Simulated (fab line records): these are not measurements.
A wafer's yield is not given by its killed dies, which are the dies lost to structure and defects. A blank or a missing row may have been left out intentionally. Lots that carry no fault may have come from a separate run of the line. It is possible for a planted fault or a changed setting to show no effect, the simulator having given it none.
Comparing a struck lot with a sound one / flow nand harc / 16 steps out of a route of 1302
Sound: wafers L593.2, L593.3, L593.4. Struck: wafer L609.4. (L609.2 of the same lot was not struck and is left out.) The cause comes at the end.
At each step with rows: each side's tool, then ch and its chambers, then its first start. Under that, the readings that differ: sound wafers / struck wafers / difference of the means / sigmas: that difference in standard deviations of wafers without a fault.
alike: a reading whose means differ by less than 2 such deviations, as well as words and numbers matching on both sides. not compared: withheld readings; readings where some wafer has no value; bounds like >300 that might hide an equal value; numbers whose values overlap and for which the record gives no deviation.
Wherever a step has rows on one side only, a row that says differs or no value, or a row with sigmas, the two part there. Non-overlapping numbers with no deviation appear without sigmas and do not part them. Lack of a reading on every wafer of one side parts them only where that side has two or more wafers.

first, 1 step without rows for these wafers: NHARC_P_M1_ETCH_35 (etches the open film in N2/H2, target depth 40 nm, overetch 12 nm, time 43.94 s).
NHARC_P_M1_ETCH_15: etches the open film in C4F8/Ar, target depth 182.5 nm, time 91.2 s.
  sound on rie diel-09 ch 0,1,2; struck on rie diel-06 ch 1
  alike: oes product au, rf vpp V
  not compared: rf hours counter h
NHARC_P_M1_CD_MEAS_16:
  sound: cd sem-02 at day 8 12:20; struck: cd sem-03 at day 14 18:38
reading=cd nm (nm); sound=131.3 129.3 130.6; struck=128.4; difference=-2.0; sigmas=-2
NHARC_P_M1_STRIP_18: strips in N2/H2.
  sound on rie diel-06 ch 0,1,2, day 8 12:24; struck on rie diel-01 ch 0, day 14 18:43
reading=rf hours counter h (h); sound=3 3 3; struck=34; difference=+31; sigmas=
  alike: drypump motor current A, oes product au, rf vpp V, showerhead plenum p Torr, throttle valve pct
NHARC_P_M1_ETCH_28: etches the open film in CF4/N2, target depth 30 nm, time 72.99 s.
  sound on rie diel-06 ch 0,2,3; struck on rie diel-01 ch 0
reading=rf hours counter h (h); sound=3 2 3; struck=34; difference=+31; sigmas=
  alike: drypump motor current A, oes product au, rf vpp V, showerhead plenum p Torr, throttle valve pct
then, 2 steps without rows for these wafers: NHARC_P_M1_STRIP_19 (strips in post etch residue remover, time 600 s); NHARC_P_M1_DEGAS_29 (time 60 s).
NHARC_P_M1_PRE_CLEAN_30: time 30 s.
  sound on pvd sputter-02; struck on pvd sputter-01
  alike: heater power w
NHARC_P_M1_PVD_20: deposits TaN, target thk 5 nm, time 8.06 s.
  sound on pvd sputter-02; struck on pvd sputter-01
  alike: throttle valve pct
then, 3 steps without rows for these wafers: NHARC_P_M1_PVD_21 (deposits Cu, target thk 30 nm, time 20.49 s); NHARC_P_M1_ECD_22 (material Cu, target thk 400 nm); NHARC_P_M1_ANNEAL_31 (time 90 s).
NHARC_P_M1_CMP_23: polishes, t overpolish 20 s, target thk 157.82 nm.
  sound on cmp-04 ch 0,2,3, day 8 14:17; struck on cmp-01 ch 1, day 14 20:30
reading=time to endpoint s (s); sound=26.5 23.0 28.1; struck=14.5; difference=-11.4; sigmas=-4
  alike: motor current A
NHARC_P_M1_THK_MEAS_24: measures by xrf.
  sound: film metro-01 at day 8 14:35; struck: film metro-01 at day 14 20:46
reading=thk nm (nm); sound=156.2 158.2 158.2; struck=152.2; difference=-5.3; sigmas=-3
then, 2 steps without rows for these wafers: NHARC_P_M1_SRD_25; NHARC_END_SORT_01.

## WHERE THEY PART
First at NHARC_P_M1_CD_MEAS_16; last, within this record, at NHARC_P_M1_THK_MEAS_24.

WHY: what the simulator had put in
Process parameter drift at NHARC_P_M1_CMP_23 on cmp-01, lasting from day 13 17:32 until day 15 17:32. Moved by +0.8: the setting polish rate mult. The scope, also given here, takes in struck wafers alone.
